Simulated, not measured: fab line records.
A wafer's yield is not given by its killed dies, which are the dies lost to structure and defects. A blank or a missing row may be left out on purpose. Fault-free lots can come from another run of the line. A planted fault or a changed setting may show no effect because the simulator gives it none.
Which of the tools did it? || flow n5Finfet || 29 wafers from 10 lots sampled at 6 of the route's 1938 steps

== WHAT EACH GAUGE READ, for each wafer ==
N5_BEOL_M4_RC_MEAS_101. Usual: DIBL_N 36.4 mV/V, standard deviation 1.9; DIBL_P 35.8 mV/V, standard deviation 2.1; IOFF_N 0.158 nA/um, standard deviation 0.029; IOFF_P 0.21 nA/um, standard deviation 0.035; ION_N 676 uA/um, standard deviation 14; ION_P 465 uA/um, standard deviation 9.7; SS_N 71.5 mV/dec, standard deviation 0.66; SS_P 73.4 mV/dec, standard deviation 0.7; VT_N 249.8 mV, standard deviation 3; VT_P -250 mV, standard deviation 3.3.
{"lot": "L445", "measured": "day 9 10:20", "on": "prober-01", "DIBL_N (mV/V)": "38.5 37.8 37.9", "DIBL_P (mV/V)": "39.9 36.8 37.4", "IOFF_N (nA/um)": "0.219 0.196 0.190", "IOFF_P (nA/um)": "0.27 0.21 0.21", "ION_N (uA/um)": "677 677 665", "ION_P (uA/um)": "463 455 452", "SS_N (mV/dec)": "71.9 72.8 72.8", "SS_P (mV/dec)": "75.0 73.8 74.1", "VT_N (mV)": "242.7 249.7 250.0", "VT_P (mV)": "-249 -251 -253", "flag": ""}
{"lot": "L447", "measured": "day 9 10:26", "on": "prober-02", "DIBL_N (mV/V)": "38.1 37.7 35.1", "DIBL_P (mV/V)": "37.1 36.5 33.8", "IOFF_N (nA/um)": "0.194 0.180 0.139", "IOFF_P (nA/um)": "0.26 0.25 0.21", "ION_N (uA/um)": "698 703 691", "ION_P (uA/um)": "479 489 482", "SS_N (mV/dec)": "71.5 71.7 70.8", "SS_P (mV/dec)": "73.5 73.9 72.7", "VT_N (mV)": "243.8 246.4 249.2", "VT_P (mV)": "-245 -247 -247", "flag": ""}
{"lot": "L446", "measured": "day 9 11:25", "on": "prober-01", "DIBL_N (mV/V)": "34.4 33.5 34.8", "DIBL_P (mV/V)": "34.7 33.8 35.7", "IOFF_N (nA/um)": "0.131 0.116 0.143", "IOFF_P (nA/um)": "0.20 0.19 0.22", "ION_N (uA/um)": "649 652 674", "ION_P (uA/um)": "451 456 473", "SS_N (mV/dec)": "71.3 70.9 71.7", "SS_P (mV/dec)": "73.2 73.1 73.1", "VT_N (mV)": "250.7 254.2 250.6", "VT_P (mV)": "-249 -249 -248", "flag": ""}
{"lot": "L448", "measured": "day 9 17:47", "on": "prober-01", "DIBL_N (mV/V)": "37.6 35.9 36.8", "DIBL_P (mV/V)": "38.6 36.5 36.9", "IOFF_N (nA/um)": "0.163 0.137 0.157", "IOFF_P (nA/um)": "0.19 0.17 0.17", "ION_N (uA/um)": "661 650 659", "ION_P (uA/um)": "446 443 446", "SS_N (mV/dec)": "70.9 71.0 71.7", "SS_P (mV/dec)": "73.8 73.6 73.1", "VT_N (mV)": "250.5 253.8 250.6", "VT_P (mV)": "-253 -256 -257", "flag": ""}
{"lot": "L449", "measured": "day 9 19:14", "on": "prober-02", "DIBL_N (mV/V)": "38.7 37.0", "DIBL_P (mV/V)": "39.5 37.7", "IOFF_N (nA/um)": "0.200 0.170", "IOFF_P (nA/um)": "0.23 0.21", "ION_N (uA/um)": "693 694", "ION_P (uA/um)": "465 473", "SS_N (mV/dec)": "72.1 71.2", "SS_P (mV/dec)": "74.2 73.7", "VT_N (mV)": "246.4 248.1", "VT_P (mV)": "-250 -253", "flag": ""}
{"lot": "L457", "measured": "day 12 12:55", "on": "prober-02", "DIBL_N (mV/V)": "38.2 33.7 36.4", "DIBL_P (mV/V)": "38.0 33.5 36.1", "IOFF_N (nA/um)": "0.187 0.113 0.148", "IOFF_P (nA/um)": "0.21 0.15 0.18", "ION_N (uA/um)": "678 663 675", "ION_P (uA/um)": "465 456 452", "SS_N (mV/dec)": "72.9 70.5 71.4", "SS_P (mV/dec)": "73.3 71.4 73.2", "VT_N (mV)": "248.1 253.5 250.3", "VT_P (mV)": "-250 -253 -253", "flag": ""}
{"lot": "L459", "measured": "day 12 18:08", "on": "prober-01", "DIBL_N (mV/V)": "36.4 36.7 36.3", "DIBL_P (mV/V)": "36.5 37.1 34.9", "IOFF_N (nA/um)": "0.190 0.190 0.168", "IOFF_P (nA/um)": "0.23 0.23 0.19", "ION_N (uA/um)": "687 686 662", "ION_P (uA/um)": "469 462 455", "SS_N (mV/dec)": "71.2 71.8 71.9", "SS_P (mV/dec)": "73.5 73.0 72.3", "VT_N (mV)": "245.3 244.6 247.2", "VT_P (mV)": "-252 -249 -251", "flag": ""}
{"lot": "L461", "measured": "day 13 14:19", "on": "prober-02", "DIBL_N (mV/V)": "37.2 35.7 38.0", "DIBL_P (mV/V)": "36.5 33.7 36.4", "IOFF_N (nA/um)": "0.184 0.157 0.185", "IOFF_P (nA/um)": "0.24 0.20 0.23", "ION_N (uA/um)": "702 689 687", "ION_P (uA/um)": "483 468 467", "SS_N (mV/dec)": "71.8 71.6 72.3", "SS_P (mV/dec)": "73.5 72.7 73.7", "VT_N (mV)": "245.4 246.4 245.8", "VT_P (mV)": "-248 -250 -250", "flag": ""}
{"lot": "L463", "measured": "day 13 18:32", "on": "prober-02", "DIBL_N (mV/V)": "35.8 35.2 34.1", "DIBL_P (mV/V)": "34.8 34.1 31.6", "IOFF_N (nA/um)": "0.155 0.142 0.117", "IOFF_P (nA/um)": "0.21 0.19 0.16", "ION_N (uA/um)": "671 666 656", "ION_P (uA/um)": "469 459 448", "SS_N (mV/dec)": "71.1 71.3 71.0", "SS_P (mV/dec)": "73.4 73.4 72.0", "VT_N (mV)": "250.0 251.1 250.5", "VT_P (mV)": "-249 -248 -251", "flag": ""}
{"lot": "L465", "measured": "day 14 17:25", "on": "prober-02", "DIBL_N (mV/V)": "38.4 35.8 39.0", "DIBL_P (mV/V)": "37.8 33.4 37.1", "IOFF_N (nA/um)": "0.196 0.134 0.208", "IOFF_P (nA/um)": "0.23 0.17 0.23", "ION_N (uA/um)": "676 666 665", "ION_P (uA/um)": "461 454 457", "SS_N (mV/dec)": "72.1 70.3 72.7", "SS_P (mV/dec)": "73.7 72.7 73.9", "VT_N (mV)": "247.2 250.9 247.2", "VT_P (mV)": "-247 -251 -250", "flag": ""}

N5_BEOL_M10_THK_MEAS_53: measures by xrf. Usual: M10_THK gives 146 nm (standard deviation 3.1).
{"lot": "L445", "measured": "day 11 20:24", "on": "filmMetro-01", "M10_THK (nm)": "151 148 148", "flag": ""}
{"lot": "L447", "measured": "day 11 18:22", "on": "filmMetro-01", "M10_THK (nm)": "146 149 146", "flag": ""}
{"lot": "L446", "measured": "day 11 20:34", "on": "filmMetro-01", "M10_THK (nm)": "145 142 140", "flag": ""}
{"lot": "L448", "measured": "day 12 01:57", "on": "filmMetro-01", "M10_THK (nm)": "146 151 151", "flag": ""}
{"lot": "L449", "measured": "day 12 03:01", "on": "filmMetro-01", "M10_THK (nm)": "142 145", "flag": ""}
{"lot": "L457", "measured": "day 14 20:19", "on": "filmMetro-01", "M10_THK (nm)": "148 150 148", "flag": ""}
{"lot": "L459", "measured": "day 15 06:33", "on": "filmMetro-01", "M10_THK (nm)": "144 149 145", "flag": ""}
{"lot": "L461", "measured": "day 16 02:40", "on": "filmMetro-01", "M10_THK (nm)": "141 143 148", "flag": ""}
{"lot": "L463", "measured": "day 16 05:44", "on": "filmMetro-02", "M10_THK (nm)": "148 145 145", "flag": ""}
{"lot": "L465", "measured": "day 17 01:39", "on": "filmMetro-01", "M10_THK (nm)": "141 148 147", "flag": ""}

N5_BEOL_M10_RS_MEAS_57: measures by four-point-probe. Usual: M10_RS gives 0.149 ohm/sq (standard deviation 0.0035).
{"lot": "L445", "measured": "day 11 20:34", "on": "filmMetro-02", "M10_RS (ohm/sq)": "0.143 0.148 0.147", "flag": ""}
{"lot": "L447", "measured": "day 11 18:29", "on": "filmMetro-02", "M10_RS (ohm/sq)": "0.146 0.144 0.148", "flag": ""}
{"lot": "L446", "measured": "day 11 20:42", "on": "filmMetro-01", "M10_RS (ohm/sq)": "0.151 0.153 0.156", "flag": ""}
{"lot": "L448", "measured": "day 12 02:05", "on": "filmMetro-02", "M10_RS (ohm/sq)": "0.150 0.145 0.145", "flag": ""}
{"lot": "L449", "measured": "day 12 03:09", "on": "filmMetro-02", "M10_RS (ohm/sq)": "0.152 0.149", "flag": ""}
{"lot": "L457", "measured": "day 14 20:26", "on": "filmMetro-02", "M10_RS (ohm/sq)": "0.148 0.145 0.148", "flag": ""}
{"lot": "L459", "measured": "day 15 06:41", "on": "filmMetro-02", "M10_RS (ohm/sq)": "0.152 0.146 0.151", "flag": ""}
{"lot": "L461", "measured": "day 16 02:48", "on": "filmMetro-01", "M10_RS (ohm/sq)": "0.153 0.151 0.146", "flag": ""}
{"lot": "L463", "measured": "day 16 05:52", "on": "filmMetro-02", "M10_RS (ohm/sq)": "0.147 0.150 0.150", "flag": ""}
{"lot": "L465", "measured": "day 17 01:47", "on": "filmMetro-01", "M10_RS (ohm/sq)": "0.155 0.146 0.147", "flag": ""}

N5_BEOL_M11_THK_MEAS_01. Usual: M11_ILD_THK gives 267 nm (standard deviation 3.7).
{"lot": "L445", "measured": "day 11 21:14", "on": "filmMetro-02", "M11_ILD_THK (nm)": "266 270 270", "flag": ""}
{"lot": "L447", "measured": "day 11 19:39", "on": "filmMetro-01", "M11_ILD_THK (nm)": "271 269 270", "flag": ""}
{"lot": "L446", "measured": "day 11 21:23", "on": "filmMetro-01", "M11_ILD_THK (nm)": "268 272 271", "flag": ""}
{"lot": "L448", "measured": "day 12 03:13", "on": "filmMetro-01", "M11_ILD_THK (nm)": "266 263 267", "flag": ""}
{"lot": "L449", "measured": "day 12 03:49", "on": "filmMetro-01", "M11_ILD_THK (nm)": "258 260", "flag": ""}
{"lot": "L457", "measured": "day 14 21:06", "on": "filmMetro-02", "M11_ILD_THK (nm)": "269 263 394", "flag": "OFF"}
{"lot": "L459", "measured": "day 15 07:20", "on": "filmMetro-02", "M11_ILD_THK (nm)": "267 402 276", "flag": "OFF"}
{"lot": "L461", "measured": "day 16 03:27", "on": "filmMetro-01", "M11_ILD_THK (nm)": "264 264 265", "flag": ""}
{"lot": "L463", "measured": "day 16 06:31", "on": "filmMetro-02", "M11_ILD_THK (nm)": "260 260 262", "flag": ""}
{"lot": "L465", "measured": "day 17 02:26", "on": "filmMetro-02", "M11_ILD_THK (nm)": "264 272 268", "flag": ""}

== EACH LOT AND THE TOOL THAT RAN IT (in order: tool; ch and the chambers of the sampled wafers; start) ==
{"lot": "L445", "N5_BEOL_M10_DEP_56": "pecvd-01 ch 0,2, day 11 20:29", "N5_BEOL_M11_ILD_DEP_00": "pecvd-03 ch 0,1, day 11 20:38"}
{"lot": "L447", "N5_BEOL_M10_DEP_56": "pecvd-02 ch 0,2, day 11 18:25", "N5_BEOL_M11_ILD_DEP_00": "pecvd-01 ch 0,2, day 11 18:35"}
{"lot": "L446", "N5_BEOL_M10_DEP_56": "pecvd-02 ch 0,1, day 11 20:37", "N5_BEOL_M11_ILD_DEP_00": "pecvd-01 ch 0,2, day 11 20:46"}
{"lot": "L448", "N5_BEOL_M10_DEP_56": "pecvd-01 ch 0,1,2, day 12 02:02", "N5_BEOL_M11_ILD_DEP_00": "pecvd-04 ch 0,1,2, day 12 02:11"}
{"lot": "L449", "N5_BEOL_M10_DEP_56": "pecvd-01 ch 0,1, day 12 03:05", "N5_BEOL_M11_ILD_DEP_00": "pecvd-04 ch 0,2, day 12 03:13"}
{"lot": "L457", "N5_BEOL_M10_DEP_56": "pecvd-01 ch 0,1,2, day 14 20:22", "N5_BEOL_M11_ILD_DEP_00": "pecvd-04 ch 0,1,2, day 14 20:31"}
{"lot": "L459", "N5_BEOL_M10_DEP_56": "pecvd-01 ch 0,1,2, day 15 06:37", "N5_BEOL_M11_ILD_DEP_00": "pecvd-04 ch 0,2, day 15 06:44"}
{"lot": "L461", "N5_BEOL_M10_DEP_56": "pecvd-02 ch 0,1,2, day 16 02:44", "N5_BEOL_M11_ILD_DEP_00": "pecvd-03 ch 0,1, day 16 02:52"}
{"lot": "L463", "N5_BEOL_M10_DEP_56": "pecvd-02 ch 1,2, day 16 05:47", "N5_BEOL_M11_ILD_DEP_00": "pecvd-03 ch 1,2, day 16 05:55"}
{"lot": "L465", "N5_BEOL_M10_DEP_56": "pecvd-02 ch 0,1,2, day 17 01:43", "N5_BEOL_M11_ILD_DEP_00": "pecvd-03 ch 0,1,2, day 17 01:51"}
- N5_BEOL_M10_DEP_56: deposits SiCN from 3MS/NH3, target thk 15 nm, time 26.5 s.
- N5_BEOL_M11_ILD_DEP_00: deposits SiCOH lowk from DEMS/porogen, target thk 308.51 nm, time 58 s.

== AS READ BY THE TOOLS THEMSELVES (means over the sampled wafers that have a number; for cases with no such wafer, the mark the record gives instead) ==
N5_BEOL_M10_DEP_56. Usual: showerheadPlenumPTorr 3.668 Torr, standard deviation 0.011; throttleValvePct 9.0 %, standard deviation 0.56.
{"lot": "L445", "tool": "pecvd-01", "showerheadPlenumPTorr (Torr)": 3.663, "throttleValvePct (%)": 9.5, "flag": ""}
{"lot": "L447", "tool": "pecvd-02", "showerheadPlenumPTorr (Torr)": 3.669, "throttleValvePct (%)": 8.7, "flag": ""}
{"lot": "L446", "tool": "pecvd-02", "showerheadPlenumPTorr (Torr)": 3.681, "throttleValvePct (%)": 8.8, "flag": ""}
{"lot": "L448", "tool": "pecvd-01", "showerheadPlenumPTorr (Torr)": 3.670, "throttleValvePct (%)": 9.2, "flag": ""}
{"lot": "L449", "tool": "pecvd-01", "showerheadPlenumPTorr (Torr)": 3.671, "throttleValvePct (%)": 9.7, "flag": ""}
{"lot": "L457", "tool": "pecvd-01", "showerheadPlenumPTorr (Torr)": 3.675, "throttleValvePct (%)": 9.2, "flag": ""}
{"lot": "L459", "tool": "pecvd-01", "showerheadPlenumPTorr (Torr)": 3.669, "throttleValvePct (%)": 9.2, "flag": ""}
{"lot": "L461", "tool": "pecvd-02", "showerheadPlenumPTorr (Torr)": 3.668, "throttleValvePct (%)": 8.7, "flag": ""}
{"lot": "L463", "tool": "pecvd-02", "showerheadPlenumPTorr (Torr)": 3.676, "throttleValvePct (%)": 8.7, "flag": ""}
{"lot": "L465", "tool": "pecvd-02", "showerheadPlenumPTorr (Torr)": 3.672, "throttleValvePct (%)": 8.7, "flag": ""}

N5_BEOL_M11_ILD_DEP_00. Usual: heaterPowerW 307 W, standard deviation 51; runLengthS 101.0 s, standard deviation 0.45; showerheadPlenumPTorr 5.744 Torr, standard deviation 0.011; throttleValvePct 14.0 %, standard deviation 0.76.
{"lot": "L445", "tool": "pecvd-03", "heaterPowerW (W)": 351, "runLengthS (s)": 101.6, "showerheadPlenumPTorr (Torr)": 5.730, "throttleValvePct (%)": 15.5, "flag": ""}
{"lot": "L447", "tool": "pecvd-01", "heaterPowerW (W)": 370, "runLengthS (s)": 100.5, "showerheadPlenumPTorr (Torr)": 5.738, "throttleValvePct (%)": 14.2, "flag": ""}
{"lot": "L446", "tool": "pecvd-01", "heaterPowerW (W)": 397, "runLengthS (s)": 101.1, "showerheadPlenumPTorr (Torr)": 5.748, "throttleValvePct (%)": 13.6, "flag": ""}
{"lot": "L448", "tool": "pecvd-04", "heaterPowerW (W)": 284, "runLengthS (s)": 100.9, "showerheadPlenumPTorr (Torr)": 5.743, "throttleValvePct (%)": 13.7, "flag": ""}
{"lot": "L449", "tool": "pecvd-04", "heaterPowerW (W)": 273, "runLengthS (s)": 100.9, "showerheadPlenumPTorr (Torr)": 5.751, "throttleValvePct (%)": 13.8, "flag": ""}
{"lot": "L457", "tool": "pecvd-04", "heaterPowerW (W)": 263, "runLengthS (s)": 110.6, "showerheadPlenumPTorr (Torr)": 5.754, "throttleValvePct (%)": 13.8, "flag": "OFF"}
{"lot": "L459", "tool": "pecvd-04", "heaterPowerW (W)": 266, "runLengthS (s)": 110.3, "showerheadPlenumPTorr (Torr)": 5.750, "throttleValvePct (%)": 13.9, "flag": "OFF"}
{"lot": "L461", "tool": "pecvd-03", "heaterPowerW (W)": 360, "runLengthS (s)": 101.5, "showerheadPlenumPTorr (Torr)": 5.737, "throttleValvePct (%)": 15.5, "flag": ""}
{"lot": "L463", "tool": "pecvd-03", "heaterPowerW (W)": 346, "runLengthS (s)": 101.5, "showerheadPlenumPTorr (Torr)": 5.731, "throttleValvePct (%)": 15.0, "flag": ""}
{"lot": "L465", "tool": "pecvd-03", "heaterPowerW (W)": 328, "runLengthS (s)": 101.5, "showerheadPlenumPTorr (Torr)": 5.730, "throttleValvePct (%)": 14.6, "flag": ""}

== THE ANSWER, worked out from the rows above alone ==
Rule: lot off if the mean of its wafers having a number is beyond 3 standard deviations from the usual mean. Also off: a lot with no number at a reading for which 4 or more lots have one. Where the step has rows for the other lots, those lots are counted as sound. After the gauges, taken in route order, come the tools' own readings; for these a lot's mean is taken, as printed above. At the first step where some lot is off, the reading lying furthest off is the one used; lots without a number count as furthest.
Off: L457, L459, at N5_BEOL_M11_THK_MEAS_01 (M11_ILD_THK).
If a tool, at a process step before that reading, ran all the lots that are off and no sound lot after the first of them, it fits. The gauges at N5_BEOL_M11_THK_MEAS_01 aren't tried: what is off there is off at N5_BEOL_M11_ILD_DEP_00 too, on other tools, and a gauge's error can't cause that. Can't be told from this: 2 tools fit, pecvd-01 at N5_BEOL_M10_DEP_56, pecvd-04 at N5_BEOL_M11_ILD_DEP_00.

== WHAT THE SIMULATOR HAD INSERTED ==
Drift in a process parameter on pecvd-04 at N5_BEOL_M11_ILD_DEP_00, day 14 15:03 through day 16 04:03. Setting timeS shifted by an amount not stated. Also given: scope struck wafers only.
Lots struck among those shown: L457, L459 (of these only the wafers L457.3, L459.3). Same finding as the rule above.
